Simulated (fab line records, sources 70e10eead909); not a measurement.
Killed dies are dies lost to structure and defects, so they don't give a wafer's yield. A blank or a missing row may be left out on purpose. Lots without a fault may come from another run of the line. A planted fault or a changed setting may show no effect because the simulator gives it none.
Which tool did it? | flow nand_harc | 13 lots, 39 wafers sampled, at 6 steps of a route of 1302

WHAT THE GAUGES READ, wafer by wafer
NHARC_A_SGD_CUT_INSPECT_25. Usual: raw_defect_count 381, standard deviation 87.
lot  | measured     | on                | raw_defect_count              | flag
L573 | day 21 18:58 | defect_inspect-02 | 303 229 261                   |
L572 | day 21 22:20 | defect_inspect-02 | 343 324 375                   |
L581 | day 24 02:20 | defect_inspect-01 | 1141 1159 1074 1137 1169 1068 | OFF
L582 | day 24 22:16 | defect_inspect-02 | 997 962 1023 993 948 1024     | OFF
L585 | day 25 13:49 | defect_inspect-02 | 453 576 477                   |
L584 | day 25 21:05 | defect_inspect-02 | 444 416 395                   |
L586 | day 27 12:40 | defect_inspect-02 | 405 580 680                   |
L588 | day 27 12:47 | defect_inspect-01 | 376 327 441                   |
L587 | day 27 12:40 | defect_inspect-01 | 401 359 334                   |
L589 | day 28 06:54 | defect_inspect-01 | 249 256 228                   |
L590 | day 28 06:54 | defect_inspect-02 | 300 288 326                   |
L591 | day 28 18:07 | defect_inspect-01 | 296 335 241                   |
L592 | day 28 18:08 | defect_inspect-02 | 506 605 517                   |

NHARC_END_SORT_01. Usual: killed_at_array 59, standard deviation 21; killed_at_other 1.0, standard deviation 1.1; killed_at_periphery 4.0, standard deviation 2.6; killed_dies 64, standard deviation 21; killed_open 3.2, standard deviation 1.7; killed_short 2.5, standard deviation 1.5.
lot  | measured     | on        | killed_at_array | killed_at_other | killed_at_periphery | killed_dies | killed_open | killed_short | flag
L581 | day 30 09:51 | prober-02 | 147 158 149     | 1 0 1           | 3 2 3               | 151 160 153 | 3 1 2       | 3 2 1        | OFF
L582 | day 29 22:45 | prober-01 | 173 181 118     | 0 2 2           | 6 7 3               | 179 190 123 | 1 1 2       | 4 2 2        | OFF

WHICH TOOL RAN EACH LOT (tool, then ch and the chambers of the sampled wafers, then the start)
lot  | NHARC_A_SGD_CUT_DEP_00          | NHARC_A_SGD_CUT_ETCH_26             | NHARC_A_SGD_CUT_STRIP_28                      | NHARC_A_SLIT_DEP_23
L573 | pecvd-01 ch 0,1, day 21 11:16   | wet_bench-04 ch 2,3,4, day 21 18:35 | rie_diel-07 ch 0,2,3, day 21 18:58 or earlier | pecvd-01 ch 0,1,2, day 22 02:42
L572 | pecvd-02 ch 0,1, day 21 14:38   | wet_bench-06 ch 0,1,7, day 21 21:58 | rie_diel-01 ch 0,1,3, day 21 22:20 or earlier | pecvd-01 ch 0,1, day 22 06:28
L581 | pecvd-02 ch 0,1,2, day 23 17:12 | wet_bench-04 ch 0,3,4, day 24 01:55 | rie_diel-01 ch 1,2,3, day 24 02:20 or earlier | pecvd-04 ch 0,2, day 24 18:46
L582 | pecvd-04 ch 0,1,2, day 24 14:29 | wet_bench-04 ch 0,5,6, day 24 21:53 | rie_diel-10 ch 0,1,3, day 24 22:16 or earlier | pecvd-03 ch 0,1,2, day 25 04:44
L585 | pecvd-02 ch 0,1, day 25 07:22   | wet_bench-02 ch 0,5,7, day 25 13:25 | rie_diel-10 ch 1,2,3, day 25 13:49 or earlier | pecvd-01 ch 0,1, day 25 18:01
L584 | pecvd-04 ch 0,1,2, day 25 12:35 | wet_bench-06 ch 0,2,4, day 25 20:42 | rie_diel-01 ch 0,1,3, day 25 21:05 or earlier | pecvd-01 ch 0,1,2, day 26 05:23
L586 | pecvd-01 ch 0,1, day 27 04:46   | wet_bench-02 ch 2,5,7, day 27 12:16 | rie_diel-01 ch 0,1,3, day 27 12:40 or earlier | pecvd-01 ch 0,1, day 27 17:04
L588 | pecvd-02 ch 1,2, day 27 04:53   | wet_bench-04 ch 0,5,6, day 27 12:23 | rie_diel-07 ch 1,2,3, day 27 12:47 or earlier | pecvd-01 ch 1,2, day 27 17:32
L587 | pecvd-04 ch 0,2, day 27 05:21   | wet_bench-06 ch 2,4,6, day 27 12:16 | rie_diel-10 ch 1,2,3, day 27 12:40 or earlier | pecvd-03 ch 0,2, day 27 17:05
L589 | pecvd-04 ch 0,1,2, day 27 20:49 | wet_bench-04 ch 0,5,7, day 28 06:28 | rie_diel-10 ch 1,2, day 28 06:54 or earlier   | pecvd-01 ch 1,2, day 28 11:53
L590 | pecvd-02 ch 0,2, day 27 21:02   | wet_bench-06 ch 4,5,6, day 28 06:28 | rie_diel-01 ch 0,1,2, day 28 06:47            | pecvd-03 ch 0,2, day 28 11:10
L591 | pecvd-04 ch 0,1,2, day 28 10:49 | wet_bench-04 ch 1,6,7, day 28 17:41 | rie_diel-07 ch 0,1,2, day 28 18:01            | pecvd-03 ch 0,1,2, day 28 22:41
L592 | pecvd-02 ch 1,2, day 28 11:09   | wet_bench-06 ch 1,4,5, day 28 17:41 | rie_diel-01 ch 0,1, day 28 18:02              | pecvd-04 ch 0,2, day 28 23:16
- NHARC_A_SGD_CUT_DEP_00: deposits SiNx, target thk 50 nm.
- NHARC_A_SGD_CUT_ETCH_26: etches SiO2 in dHF, target depth 45.8 nm.
- NHARC_A_SGD_CUT_STRIP_28: strips in O2, time 20 s.
- NHARC_A_SLIT_DEP_23: deposits SiON, target thk 100 nm.

WHAT THE TOOLS THEMSELVES READ (means of the sampled wafers that have a number; where no wafer has one, the mark that the record gives instead)
NHARC_A_SGD_CUT_DEP_00. Usual: heater_power_w 670 W, standard deviation 93.
lot  | tool     | heater_power_w (W) | flag
L573 | pecvd-01 | 740                |
L572 | pecvd-02 | 666                |
L581 | pecvd-02 | 663                |
L582 | pecvd-04 | 656                |
L585 | pecvd-02 | 654                |
L584 | pecvd-04 | 636                |
L586 | pecvd-01 | 757                |
L588 | pecvd-02 | 670                |
L587 | pecvd-04 | 662                |
L589 | pecvd-04 | 638                |
L590 | pecvd-02 | 737                |
L591 | pecvd-04 | 641                |
L592 | pecvd-02 | 580                |

NHARC_A_SGD_CUT_STRIP_28. Usual: drypump_motor_current_A 5.8 A, standard deviation 0.4; oes_product_au 1.006 a.u., standard deviation 0.011; rf_vpp_V 57.7 V, standard deviation 0.9; showerhead_plenum_p_Torr 3.53 Torr, standard deviation 0.14; throttle_valve_pct 17.036 %, standard deviation 0.0091.
lot  | tool        | drypump_motor_current_A (A) | oes_product_au (a.u.) | rf_vpp_V (V) | showerhead_plenum_p_Torr (Torr) | throttle_valve_pct (%) | flag
L573 | rie_diel-07 | 6.0                         | 1.012                 | 57.1         | 3.58                            | 17.037                 |
L572 | rie_diel-01 | 5.9                         | 1.001                 | 57.8         | 3.61                            | 17.033                 |
L581 | rie_diel-01 | 6.1                         | 1.017                 | 57.6         | 3.49                            | 17.028                 |
L582 | rie_diel-10 | 5.7                         | 1.008                 | 58.1         | 3.50                            | 17.031                 |
L585 | rie_diel-10 | 5.6                         | 0.999                 | 57.1         | 3.47                            | 17.040                 |
L584 | rie_diel-01 | 5.9                         | 1.013                 | 58.2         | 3.61                            | 17.039                 |
L586 | rie_diel-01 | 5.9                         | 1.009                 | 57.9         | 3.61                            | 17.032                 |
L588 | rie_diel-07 | 6.0                         | 1.005                 | 57.2         | 3.56                            | 17.038                 |
L587 | rie_diel-10 | 5.6                         | 1.000                 | 57.7         | 3.47                            | 17.037                 |
L589 | rie_diel-10 | 5.4                         | 1.007                 | 57.9         | 3.36                            | 17.031                 |
L590 | rie_diel-01 | 6.1                         | 1.014                 | 58.3         | 3.57                            | 17.022                 |
L591 | rie_diel-07 | 5.8                         | 0.999                 | 57.7         | 3.57                            | 17.035                 |
L592 | rie_diel-01 | 5.8                         | 1.009                 | 57.2         | 3.69                            | 17.035                 |

NHARC_A_SLIT_DEP_23. Usual: heater_power_w 739 W, standard deviation 72.
lot  | tool     | heater_power_w (W) | flag
L573 | pecvd-01 | 771                |
L572 | pecvd-01 | 732                |
L581 | pecvd-04 | 635                |
L582 | pecvd-03 | 770                |
L585 | pecvd-01 | 800                |
L584 | pecvd-01 | 710                |
L586 | pecvd-01 | 711                |
L588 | pecvd-01 | 773                |
L587 | pecvd-03 | 830                |
L589 | pecvd-01 | 776                |
L590 | pecvd-03 | 732                |
L591 | pecvd-03 | 761                |
L592 | pecvd-04 | 620                |

THE ANSWER, worked out from the rows above alone
Rule: a lot is off if the mean of its wafers that have a number lies more than 3 standard deviations from the usual mean. A lot without any number at a reading at which 4 lots or more have one is off too. The other lots that the step has rows for count as sound. The gauges are gone through in route order, then the tools' own readings, and for those a lot's mean is taken as printed above. The first step at which some lot is off is used, and at that step the reading that is off furthest; a lot without a number counts as furthest.
Off: L581, L582, at NHARC_A_SGD_CUT_INSPECT_25 (raw_defect_count).
A tool fits if, at a process step before that reading, it ran every lot that is off, and no sound lot after the first of them. The gauges at NHARC_A_SGD_CUT_INSPECT_25 aren't tried: what is off there is off at NHARC_END_SORT_01 too, on other tools, and a gauge's error can't cause that. NHARC_A_SGD_CUT_STRIP_28 gives no start for some lots, so the hours and the order of its lots are those of NHARC_A_SGD_CUT_INSPECT_25. None of those tried fits.

WHAT THE SIMULATOR HAD PUT IN
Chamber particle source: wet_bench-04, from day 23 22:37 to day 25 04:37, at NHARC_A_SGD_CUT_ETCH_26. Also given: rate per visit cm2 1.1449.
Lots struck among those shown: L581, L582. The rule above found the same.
